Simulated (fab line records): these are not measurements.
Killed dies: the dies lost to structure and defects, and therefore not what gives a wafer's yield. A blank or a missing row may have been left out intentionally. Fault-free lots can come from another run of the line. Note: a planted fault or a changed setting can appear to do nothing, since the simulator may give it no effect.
Which of the tools did it?    flow n5_finfet    9 lots with 27 wafers sampled at 3 steps, on a route of 1938 steps

WHAT THE GAUGES SHOWED, per wafer
N5_BEOL_M0_CUTY_INSPECT_59: inspects for defects (macro).
lot   measured      on                 raw_defect_count
L103  day 5 23:50   defect_inspect-01  0 0 6
L104  day 6 05:17   defect_inspect-02  4 1 3
L112  day 8 02:59   defect_inspect-02  3 25 1
L116  day 9 11:08   defect_inspect-02  1 3 2
L117  day 9 11:26   defect_inspect-02  0 1 1
L118  day 9 16:46   defect_inspect-02  7 5 1
L120  day 10 04:52  defect_inspect-02  0 2 1
L123  day 10 23:46  defect_inspect-02  3 2 2
L125  day 11 15:16  defect_inspect-02  1 4 3

EACH LOT AND THE TOOL THAT RAN IT (in order: tool; ch and the chambers of the sampled wafers; start)
lot   N5_BEOL_M0_SAQP_SPACER2_ALD_26     N5_BEOL_M0_SAQP_CUT_ETCH_46
L103  ald_sin-03 ch 2,3, day 5 20:50     rie_diel-05 ch 0,2,3, day 5 22:14
L104  ald_sin-01 ch 1,2,3, day 6 02:25   rie_diel-06 ch 0,2,3, day 6 03:53
L112  ald_sin-02 ch 1,2,3, day 8 00:17   rie_diel-05 ch 0,1,2, day 8 01:33
L116  ald_sin-02 ch 0,1,3, day 9 08:21   rie_diel-03 ch 2,3, day 9 09:46
L117  ald_sin-03 ch 0,1,2, day 9 08:47   rie_diel-06 ch 1,2,3, day 9 10:11
L118  ald_sin-01 ch 1,2,3, day 9 13:58   rie_diel-03 ch 1,2,3, day 9 15:25
L120  ald_sin-02 ch 0,1, day 10 02:00    rie_diel-06 ch 0,2,3, day 10 03:31
L123  ald_sin-01 ch 0,1,2, day 10 21:20  rie_diel-05 ch 1,2, day 10 22:35
L125  ald_sin-03 ch 0,1,2, day 11 12:22  rie_diel-03 ch 0,1,2, day 11 13:38
- N5_BEOL_M0_SAQP_SPACER2_ALD_26: deposits SiO2, target thk 15 nm, pulse time 1 s, purge time 2 s.
- N5_BEOL_M0_SAQP_CUT_ETCH_46: etches SOC in N2/H2, target depth 135 nm, overetch 27 nm, time 202.5 s.

THE ANSWER, worked out from the rows above alone
Rule: what is usual is taken from the lots themselves. Put in order of their means at a reading, lots are off if they are a third of the lots or fewer, leave a main group of 4 or more, and stand apart from it by a gap of 3 or more times the standard deviation of the main group's means; of several such gaps the widest counts. Not used: any main group whose means are identical at the precision the tables above print for the reading. A lot without any number at a reading at which 4 lots or more have one is off too. Where the step has rows for the other lots, those lots are counted as sound.
Off at N5_BEOL_M0_CUTY_INSPECT_59 (raw_defect_count): L112. Main group: mean 2.2, sd 1.1.
A tool fits if, at a process step before that reading, it ran every lot that is off, and no sound lot after the first of them. Those tools and the gauges at N5_BEOL_M0_CUTY_INSPECT_59 are tried in the same way. Not one of the candidates tried fits.

WHAT HAD BEEN PUT IN BY THE SIMULATOR
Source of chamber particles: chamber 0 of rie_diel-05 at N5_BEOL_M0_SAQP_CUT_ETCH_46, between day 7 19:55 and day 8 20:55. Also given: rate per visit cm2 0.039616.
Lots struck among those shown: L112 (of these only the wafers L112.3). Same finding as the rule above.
